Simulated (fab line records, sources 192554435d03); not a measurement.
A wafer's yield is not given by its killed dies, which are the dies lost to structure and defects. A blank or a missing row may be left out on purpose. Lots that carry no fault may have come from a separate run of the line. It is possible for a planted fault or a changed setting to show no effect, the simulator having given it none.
Split-lot study ; flow n5 finfet ; 7 lots, 21 wafers read, on a route of 1938 steps

ABOUT THE SPLIT
At N5_FIN_CUT_EXPOSE_05 (exposes mask FIN CUT), the setting dose mj was moved away from the recipe's 45.75 on 5 of the 21 wafers read, by -2.2% to +5.0%. This setting was run at the recipe's value on the other wafers.

FROM THE SPLIT TO THE READING: what the file shows between them, 4 steps
- N5_FIN_CUT_PEB_06: peb time 60 s
- N5_FIN_CUT_DEVELOP_07: develop time 30 s
- N5_FIN_CUT_DESCUM_13: chemistry O2, time 7 s
- N5_FIN_CUT_ETCH_30: etches underlayer in N2/H2, target depth 13 nm, time 10.4 s

THE READING
FIN_CUT.cd offset nm (the simulator's own value, which no gauge read), in nm, at N5_FIN_CUT_ETCH_20 (etches SiARC in CF4, target depth 26 nm, time 43.3 s). The file gives no usual value for it. The 16 wafers here that ran the recipe average -0.1 nm, standard deviation 0.21 nm.

wafer;tool, chamber at the split;dose mj as run;against the recipe;FIN_CUT.cd offset nm, nm;against lot-mates on the recipe
L074.3;euv scanner-02, 0;48.03;+5.0%;0.8;+1.0
L074.5;euv scanner-02, 0;48.03;+5.0%;1;+1.2
L074.6;euv scanner-02, 0;45.75;recipe;-0.2;-
L076.1;euv scanner-02, 0;45.75;recipe;0.2;-
L076.5;euv scanner-02, 0;45.75;recipe;0.2;-
L076.2;euv scanner-02, 0;45.75;recipe;0;-
L081.1;euv scanner-01, 0;45.75;recipe;-0.2;-
L081.2;euv scanner-01, 0;45.75;recipe;-0.2;-
L081.6;euv scanner-01, 0;45.75;recipe;-0.4;-
L083.1;euv scanner-02, 0;45.75;recipe;-0.4;-
L083.3;euv scanner-02, 0;45.75;recipe;0.2;-
L083.4;euv scanner-02, 0;45.75;recipe;0;-
L086.2;euv scanner-02, 0;45.75;recipe;0;-
L086.5;euv scanner-02, 0;45.75;recipe;0.2;-
L086.6;euv scanner-02, 0;45.75;recipe;0.2;-
L087.3;euv scanner-01, 0;45.75;recipe;-0.2;-
L087.4;euv scanner-01, 0;44.76;-2.2%;-0.6;-0.4
L087.5;euv scanner-01, 0;44.76;-2.2%;-0.6;-0.4
L092.1;euv scanner-01, 0;45.75;recipe;-0.2;-
L092.5;euv scanner-01, 0;45.75;recipe;0;-
L092.6;euv scanner-01, 0;46.7;+2.1%;0.2;+0.3

THE FIT
A straight line over all 21 wafers: FIN_CUT.cd offset nm changes by +0.198 nm for each +1% of dose mj; r = +0.87; the points scatter about the line by 0.2 nm.
The same after taking each lot's own level away (the mean of its wafers on the recipe; 21 wafers): +0.21 nm for each +1%; r = +0.94; scatter 0.13 nm.
That fit puts the effect of the largest move of dose mj on the reading at 1 nm.
The span of the lots' own levels, -0.27 to 0.13 nm, comes to 1.9 times the standard deviation stated above.
So the lot-to-lot level changes the slope little: the two slopes agree.
Check: +1.08 nm against its lot-mates is what the line predicts for one of the wafers moved furthest among these (+5.0%) when that wafer is left out of the fit. It came out at +1 nm against them.

OTHER SPLITS APPLIED TO THESE WAFERS
These wafers also went through other splits before the reading. Each is held against what the fit with the lots' levels taken away leaves over:
other split on the same wafers;wafers away from the commonest value;r with FIN_CUT.cd offset nm (lot level and that fit taken away)
N5_PMOS_HMC_CHANNEL_EPI_HM_DEP_34 time s;7;-0.32
N5_PMOS_HMC_CHANNEL_EPI_ETCH_32 bias w;3;-0.17
N5_FIN_SAQP_SPACER1_ALD_24 ald cycles;8;+0.11

THE WHOLE CHAIN: every reading that the file lists as answering this split, in the file's order
step;what it does;reading;change (the file's fit);r (the file's)
N5_FIN_CUT_ETCH_30;etches underlayer in N2/H2, target depth 13 nm, time 10.4 s;FIN_CUT.cd offset nm (the simulator's own value, which no gauge read);+0.192 nm for each +1% of the setting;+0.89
N5_FIN_CUT_ETCH_20;etches SiARC in CF4, target depth 26 nm, time 43.3 s;FIN_CUT.cd offset nm (the simulator's own value, which no gauge read);+0.206 nm for each +1% of the setting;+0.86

THE FILE'S OWN FIT
FIN_CUT.cd offset nm changes by +0.206 nm for each +1% of dose mj, r = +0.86.
